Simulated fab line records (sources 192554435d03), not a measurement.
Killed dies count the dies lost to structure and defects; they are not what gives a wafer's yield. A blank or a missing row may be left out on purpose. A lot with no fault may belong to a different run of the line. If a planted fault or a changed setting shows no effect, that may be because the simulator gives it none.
Matching of chambers / flow n5 finfet / 4 sister chambers for N5_BEOL_M1_ETCH_64 on rie diel-05
The step etches SOC in N2/H2, target depth 75 nm, overetch 15 nm, time 112.5 s. 18 wafers are shown with their chamber, then 9 later ones without.

== WAFERS PAIRED WITH THEIR CHAMBERS ==
wafer=L075.2; chamber=3; drypump motor current A (A)=5.1; showerhead plenum p Torr (Torr)=2.41; throttle valve pct (%)=18.16
wafer=L075.5; chamber=3; drypump motor current A (A)=5.1; showerhead plenum p Torr (Torr)=2.41; throttle valve pct (%)=18.18
wafer=L075.6; chamber=0; drypump motor current A (A)=6.8; showerhead plenum p Torr (Torr)=2.68; throttle valve pct (%)=17.59
wafer=L078.3; chamber=2; drypump motor current A (A)=5.1; showerhead plenum p Torr (Torr)=2.50; throttle valve pct (%)=18.05
wafer=L078.4; chamber=3; drypump motor current A (A)=5.1; showerhead plenum p Torr (Torr)=2.41; throttle valve pct (%)=18.18
wafer=L078.5; chamber=2; drypump motor current A (A)=5.1; showerhead plenum p Torr (Torr)=2.50; throttle valve pct (%)=18.04
wafer=L079.1; chamber=2; drypump motor current A (A)=5.0; showerhead plenum p Torr (Torr)=2.50; throttle valve pct (%)=18.05
wafer=L079.3; chamber=3; drypump motor current A (A)=5.1; showerhead plenum p Torr (Torr)=2.41; throttle valve pct (%)=18.17
wafer=L079.4; chamber=1; drypump motor current A (A)=5.4; showerhead plenum p Torr (Torr)=2.44; throttle valve pct (%)=17.66
wafer=L081.1; chamber=0; drypump motor current A (A)=6.8; showerhead plenum p Torr (Torr)=2.67; throttle valve pct (%)=17.61
wafer=L081.3; chamber=2; drypump motor current A (A)=5.1; showerhead plenum p Torr (Torr)=2.50; throttle valve pct (%)=18.05
wafer=L081.4; chamber=3; drypump motor current A (A)=5.1; showerhead plenum p Torr (Torr)=2.41; throttle valve pct (%)=18.18
wafer=L082.2; chamber=3; drypump motor current A (A)=5.1; showerhead plenum p Torr (Torr)=2.41; throttle valve pct (%)=18.17
wafer=L082.4; chamber=2; drypump motor current A (A)=5.1; showerhead plenum p Torr (Torr)=2.50; throttle valve pct (%)=18.06
wafer=L082.5; chamber=0; drypump motor current A (A)=6.8; showerhead plenum p Torr (Torr)=2.67; throttle valve pct (%)=17.59
wafer=L083.1; chamber=2; drypump motor current A (A)=5.0; showerhead plenum p Torr (Torr)=2.50; throttle valve pct (%)=18.07
wafer=L083.4; chamber=1; drypump motor current A (A)=5.4; showerhead plenum p Torr (Torr)=2.43; throttle valve pct (%)=17.70
wafer=L083.5; chamber=0; drypump motor current A (A)=6.8; showerhead plenum p Torr (Torr)=2.67; throttle valve pct (%)=17.61

SIGNATURES (averages over the wafers above)
reading=drypump motor current A; chamber 0=6.800; chamber 1=5.400; chamber 2=5.067; chamber 3=5.100; scatter within a chamber=0.0309
reading=showerhead plenum p Torr; chamber 0=2.6725; chamber 1=2.4350; chamber 2=2.5000; chamber 3=2.4100; scatter within a chamber=0.00299
reading=throttle valve pct; chamber 0=17.6000; chamber 1=17.6800; chamber 2=18.0533; chamber 3=18.1733; scatter within a chamber=0.0121
Rule: distance of a wafer from a chamber = root of the sum over the readings of ((wafer's reading minus chamber's mean) / reading's scatter) squared. If the next closest chamber is less than 2 further off than the closest, the wafer can't be placed; otherwise it belongs to the closest. The scatter is the square root of a quotient: the sum, over the shown wafers, of each reading's squared deviation from its chamber's mean, divided by wafers minus chambers.

== WAFERS WITH NO CHAMBER GIVEN ==
wafer=L088.1; drypump motor current A (A)=5.4; showerhead plenum p Torr (Torr)=2.43; throttle valve pct (%)=17.72
wafer=L088.2; drypump motor current A (A)=6.8; showerhead plenum p Torr (Torr)=2.66; throttle valve pct (%)=17.62
wafer=L088.5; drypump motor current A (A)=6.8; showerhead plenum p Torr (Torr)=2.66; throttle valve pct (%)=17.63
wafer=L089.1; drypump motor current A (A)=5.4; showerhead plenum p Torr (Torr)=2.43; throttle valve pct (%)=17.70
wafer=L089.4; drypump motor current A (A)=6.8; showerhead plenum p Torr (Torr)=2.66; throttle valve pct (%)=17.63
wafer=L089.5; drypump motor current A (A)=6.8; showerhead plenum p Torr (Torr)=2.66; throttle valve pct (%)=17.65
wafer=L093.3; drypump motor current A (A)=6.8; showerhead plenum p Torr (Torr)=2.66; throttle valve pct (%)=17.63
wafer=L093.5; drypump motor current A (A)=5.1; showerhead plenum p Torr (Torr)=2.72; throttle valve pct (%)=17.74
wafer=L093.6; drypump motor current A (A)=6.8; showerhead plenum p Torr (Torr)=2.66; throttle valve pct (%)=17.64

== CHAMBER TAKEN BY EACH ==
wafer=L088.1; from the rows above=1; in truth=1
wafer=L088.2; from the rows above=0; in truth=0
wafer=L088.5; from the rows above=0; in truth=0
wafer=L089.1; from the rows above=1; in truth=1
wafer=L089.4; from the rows above=0; in truth=0
wafer=L089.5; from the rows above=0; in truth=0
wafer=L093.3; from the rows above=0; in truth=0
wafer=L093.5; from the rows above=0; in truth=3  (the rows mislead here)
wafer=L093.6; from the rows above=0; in truth=0
Placed correctly: 8 of 9. Not placeable from these rows: 0. 1 placed wrongly.
